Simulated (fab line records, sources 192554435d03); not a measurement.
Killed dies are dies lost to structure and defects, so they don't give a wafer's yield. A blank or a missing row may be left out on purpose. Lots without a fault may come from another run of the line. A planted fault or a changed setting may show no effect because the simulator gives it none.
Split-lot experiment | flow n5_finfet | 7 lots, 21 wafers read, on a route of 1938 steps

THE SPLIT
At N5_BEOL_M0_TRENCH_ETCH_107 (etches SiOC in C4F6/O2, target depth 32.8 nm, time 16.4 s), the setting target_depth_a was moved away from the recipe's 328 angstrom on 5 of the 21 wafers read, by -8.2% to +9.7%. The other wafers ran this setting at the recipe's value.

The reading is taken at the split's own step.

THE READING
BEOL_M0.feature_depth_nm (the simulator's own value, which no gauge read), in nm, at N5_BEOL_M0_TRENCH_ETCH_107 (etches SiOC in C4F6/O2, target depth 32.8 nm, time 16.4 s). The file gives no usual value for it. The 16 wafers here that ran the recipe average 32.8 nm, standard deviation 0.53 nm.

wafer  | tool, chamber at the split | target_depth_a as run, angstrom | against the recipe | BEOL_M0.feature_depth_nm, nm | against lot-mates on the recipe
L075.1 | rie_diel-05, 3             | 328                             | recipe             | 32.4                         | -
L075.2 | rie_diel-05, 0             | 328                             | recipe             | 33.2                         | -
L075.4 | rie_diel-05, 2             | 328                             | recipe             | 32.2                         | -
L078.2 | rie_diel-01, 1             | 316.5                           | -3.5%              | 31.8                         | -1.3
L078.5 | rie_diel-01, 1             | 328                             | recipe             | 33                           | -
L078.6 | rie_diel-01, 0             | 328                             | recipe             | 33.2                         | -
L079.1 | rie_diel-06, 1             | 328                             | recipe             | 32.8                         | -
L079.3 | rie_diel-06, 2             | 301.1                           | -8.2%              | 30.2                         | -2.6
L079.4 | rie_diel-06, 3             | 301.1                           | -8.2%              | 30                           | -2.8
L080.2 | rie_diel-01, 2             | 328                             | recipe             | 34                           | -
L080.3 | rie_diel-01, 3             | 328                             | recipe             | 32.4                         | -
L080.5 | rie_diel-01, 0             | 328                             | recipe             | 33.4                         | -
L082.3 | rie_diel-01, 1             | 328                             | recipe             | 32.4                         | -
L082.4 | rie_diel-01, 2             | 328                             | recipe             | 33.4                         | -
L082.5 | rie_diel-01, 3             | 328                             | recipe             | 32                           | -
L088.1 | rie_diel-06, 3             | 328                             | recipe             | 32.2                         | -
L088.5 | rie_diel-06, 3             | 328                             | recipe             | 32.4                         | -
L088.6 | rie_diel-06, 1             | 328                             | recipe             | 32.8                         | -
L089.1 | rie_diel-06, 3             | 359.9                           | +9.7%              | 35.4                         | +2.4
L089.4 | rie_diel-06, 0             | 359.9                           | +9.7%              | 36.6                         | +3.6
L089.6 | rie_diel-06, 1             | 328                             | recipe             | 33                           | -

THE FIT
A straight line over all 21 wafers: BEOL_M0.feature_depth_nm changes by +0.328 nm for each +1% of target_depth_a; r = +0.93; the points scatter about the line by 0.53 nm.
The same after taking each lot's own level away (the mean of its wafers on the recipe; 21 wafers): +0.319 nm for each +1%; r = +0.95; scatter 0.45 nm.
On that fit, the largest move of target_depth_a shifts the reading by 3.1 nm.
The lots' own levels span 32.47 to 33.27 nm, that is 1.5 times the standard deviation above.
So the lot-to-lot level changes the slope little: the two slopes agree.
Check: with one of the wafers moved furthest among these (+9.7%) left out of the fit, the line predicts +3.41 nm for it against its lot-mates. It came out at +2.4 nm against them.

OTHER SPLITS ON THESE WAFERS
These wafers also went through other splits before the reading. Each is held against what the fit with the lots' levels taken away leaves over:
other split on the same wafers            | wafers away from the commonest value | r with BEOL_M0.feature_depth_nm (lot level and that fit taken away)
N5_MOL_CONTACT_COAG_EXPOSE_81 dose_mj     | 8                                    | -0.14
N5_BEOL_M0_SAQP_SPACER1_ALD_98 ald_cycles | 7                                    | +0.13
N5_BEOL_M0_CUTY_ETCH_63 time_s            | 9                                    | +0.17

THE FILE'S OWN FIT
BEOL_M0.feature_depth_nm changes by +0.321 nm for each +1% of target_depth_a, r = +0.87.
